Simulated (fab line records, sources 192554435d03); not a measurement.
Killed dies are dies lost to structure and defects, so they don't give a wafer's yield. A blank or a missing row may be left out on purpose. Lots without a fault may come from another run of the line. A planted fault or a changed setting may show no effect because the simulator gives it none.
Split-lot experiment | flow n5_finfet | 7 lots, 21 wafers read, on a route of 1938 steps

THE SPLIT
At N5_ZERO_LAYER_DEVELOP_10 (develop time 60 s), the setting develop_time_s was moved away from the recipe's 60 s on 8 of the 21 wafers read, by -21.8% to +19.0%. The other wafers ran this setting at the recipe's value.

FROM THE SPLIT TO THE READING: what the file shows between them, 1 step
- N5_ZERO_LAYER_HARDBAKE_23: time 120 s

THE READING
cd_nm, in nm, at N5_ZERO_LAYER_CD_MEAS_11 (target cd 2000 nm). Fault-free wafers of this fab line usually give 1999.5 nm, standard deviation 1.4 nm.

wafer  | tool, chamber at the split | develop_time_s as run, s | against the recipe | cd_nm, nm | against lot-mates on the recipe
L074.1 | litho_track-02, 0          | 60                       | recipe             | 1997.7    | -
L074.3 | litho_track-02, 0          | 60                       | recipe             | 1999.9    | -
L074.4 | litho_track-02, 0          | 60                       | recipe             | 2000.2    | -
L076.1 | litho_track-05, 0          | 60                       | recipe             | 1998.1    | -
L076.2 | litho_track-05, 0          | 60                       | recipe             | 1999.1    | -
L076.5 | litho_track-05, 0          | 60                       | recipe             | 1997.3    | -
L077.1 | litho_track-03, 0          | 60                       | recipe             | 2001.2    | -
L077.4 | litho_track-03, 0          | 60                       | recipe             | 2000.1    | -
L077.5 | litho_track-03, 0          | 60                       | recipe             | 1999.0    | -
L079.2 | litho_track-03, 0          | 71.42                    | +19.0%             | 2002.7    | +4.2
L079.3 | litho_track-03, 0          | 60                       | recipe             | 1998.5    | -
L079.6 | litho_track-03, 0          | 71.42                    | +19.0%             | 2003.5    | +5.0
L084.1 | litho_track-05, 0          | 67.6                     | +12.7%             | 2003.8    | no lot-mate on the recipe
L084.3 | litho_track-05, 0          | 67.6                     | +12.7%             | 2003.3    | no lot-mate on the recipe
L084.4 | litho_track-05, 0          | 67.6                     | +12.7%             | 2003.9    | no lot-mate on the recipe
L090.1 | litho_track-05, 0          | 60                       | recipe             | 2003.1    | -
L090.2 | litho_track-05, 0          | 60                       | recipe             | 2001.4    | -
L090.6 | litho_track-05, 0          | 54.88                    | -8.5%              | 2001.1    | -1.2
L091.1 | litho_track-03, 0          | 60                       | recipe             | 1998.1    | -
L091.3 | litho_track-03, 0          | 46.92                    | -21.8%             | 1993.9    | -4.2
L091.6 | litho_track-03, 0          | 46.92                    | -21.8%             | 1992.7    | -5.4

THE FIT
A straight line over all 21 wafers: cd_nm changes by +0.246 nm for each +1% of develop_time_s; r = +0.84; the points scatter about the line by 1.7 nm.
The same after taking each lot's own level away (the mean of its wafers on the recipe; 18 wafers): +0.226 nm for each +1%; r = +0.94; scatter 0.83 nm.
On that fit, the largest move of develop_time_s shifts the reading by 4.9 nm.
The lots' own levels span 1998.10 to 2002.25 nm, that is 3.0 times the standard deviation above.
So the lot-to-lot level changes the slope little: the two slopes agree.
Check: with one of the wafers moved furthest among these (-21.8%) left out of the fit, the line predicts -5.13 nm for it against its lot-mates. It came out at -4.2 nm against them.

OTHER SPLITS ON THESE WAFERS
These wafers also went through other splits before the reading. Each is held against what the fit with the lots' levels taken away leaves over:
other split on the same wafers | wafers away from the commonest value | r with cd_nm (lot level and that fit taken away)
N5_ZERO_LAYER_PECVD_02 time_s  | 6                                    | -0.15
N5_ZERO_LAYER_COAT_05 spin_rpm | 8                                    | -0.05

THE FILE'S OWN FIT
cd_nm changes by +0.22 nm for each +1% of develop_time_s, r = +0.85.
